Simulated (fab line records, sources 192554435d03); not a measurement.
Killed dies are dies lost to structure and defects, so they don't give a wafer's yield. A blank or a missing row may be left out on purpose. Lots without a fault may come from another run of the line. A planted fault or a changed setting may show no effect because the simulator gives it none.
Which tool did it? | flow n5_finfet | 10 lots, 30 wafers sampled, at 3 steps of a route of 1938

WHAT THE GAUGES READ, wafer by wafer
N5_PASSIVATION_OVL_MEAS_66.
lot  | measured     | on         | PASS_OPEN_OVL (nm)
L162 | day 12 22:27 | overlay-01 | -2 -12 6
L163 | day 13 12:53 | overlay-01 | -1 6 1
L164 | day 12 23:23 | overlay-01 | -11 12 5
L166 | day 13 22:16 | overlay-02 | 3 -1 10
L167 | day 13 18:23 | overlay-01 | 3 -10 15
L168 | day 15 03:14 | overlay-02 | 11 8 6
L171 | day 15 07:28 | overlay-02 | 3 -10 -14
L172 | day 15 08:31 | overlay-01 | 6 -1 14
L174 | day 15 18:31 | overlay-01 | -6 8 7
L178 | day 16 15:04 | overlay-01 | -6 1 15

WHICH TOOL RAN EACH LOT (tool, then ch and the chambers of the sampled wafers, then the start)
lot  | N5_BEOL_M2_SPUTTER_48        | N5_PASSIVATION_STRIP_14
L162 | pvd_sputter-01, day 7 05:26  | rie_diel-06 ch 2,3, day 12 17:10
L163 | pvd_sputter-03, day 7 15:35  | rie_diel-02 ch 0,2,3, day 13 07:59
L164 | pvd_sputter-02, day 7 17:01  | rie_diel-02 ch 0,1,2, day 12 20:00
L166 | pvd_sputter-01, day 7 22:48  | rie_diel-01 ch 1,2, day 13 19:16
L167 | pvd_sputter-03, day 8 06:02  | rie_diel-01 ch 0,3, day 13 14:47
L168 | pvd_sputter-02, day 8 14:38  | rie_diel-02 ch 0,2,3, day 14 23:19
L171 | pvd_sputter-02, day 9 15:50  | rie_diel-02 ch 1,2,3, day 15 03:57
L172 | pvd_sputter-02, day 9 18:39  | rie_diel-02 ch 1,2,3, day 15 05:02
L174 | pvd_sputter-03, day 10 05:43 | rie_diel-01 ch 0,2,3, day 15 13:22
L178 | pvd_sputter-02, day 11 05:57 | rie_diel-01 ch 1,2,3, day 16 11:36
- N5_BEOL_M2_SPUTTER_48: material Cu, target thk 4.5 nm, time 8.29 s.
- N5_PASSIVATION_STRIP_14: strips in O2.

THE ANSWER, worked out from the rows above alone
Rule: what is usual is taken from the lots themselves. Put in order of their means at a reading, lots are off if they are a third of the lots or fewer, leave a main group of 4 or more, and stand apart from it by a gap of 3 or more times the standard deviation of the main group's means; of several such gaps the widest counts. A main group whose means are all the same, to the digits that the tables above print for the reading, isn't used. A lot without any number at a reading at which 4 lots or more have one is off too. The other lots that the step has rows for count as sound.
No lot is off at any reading shown: from this, nothing can be told.

WHAT THE SIMULATOR HAD PUT IN
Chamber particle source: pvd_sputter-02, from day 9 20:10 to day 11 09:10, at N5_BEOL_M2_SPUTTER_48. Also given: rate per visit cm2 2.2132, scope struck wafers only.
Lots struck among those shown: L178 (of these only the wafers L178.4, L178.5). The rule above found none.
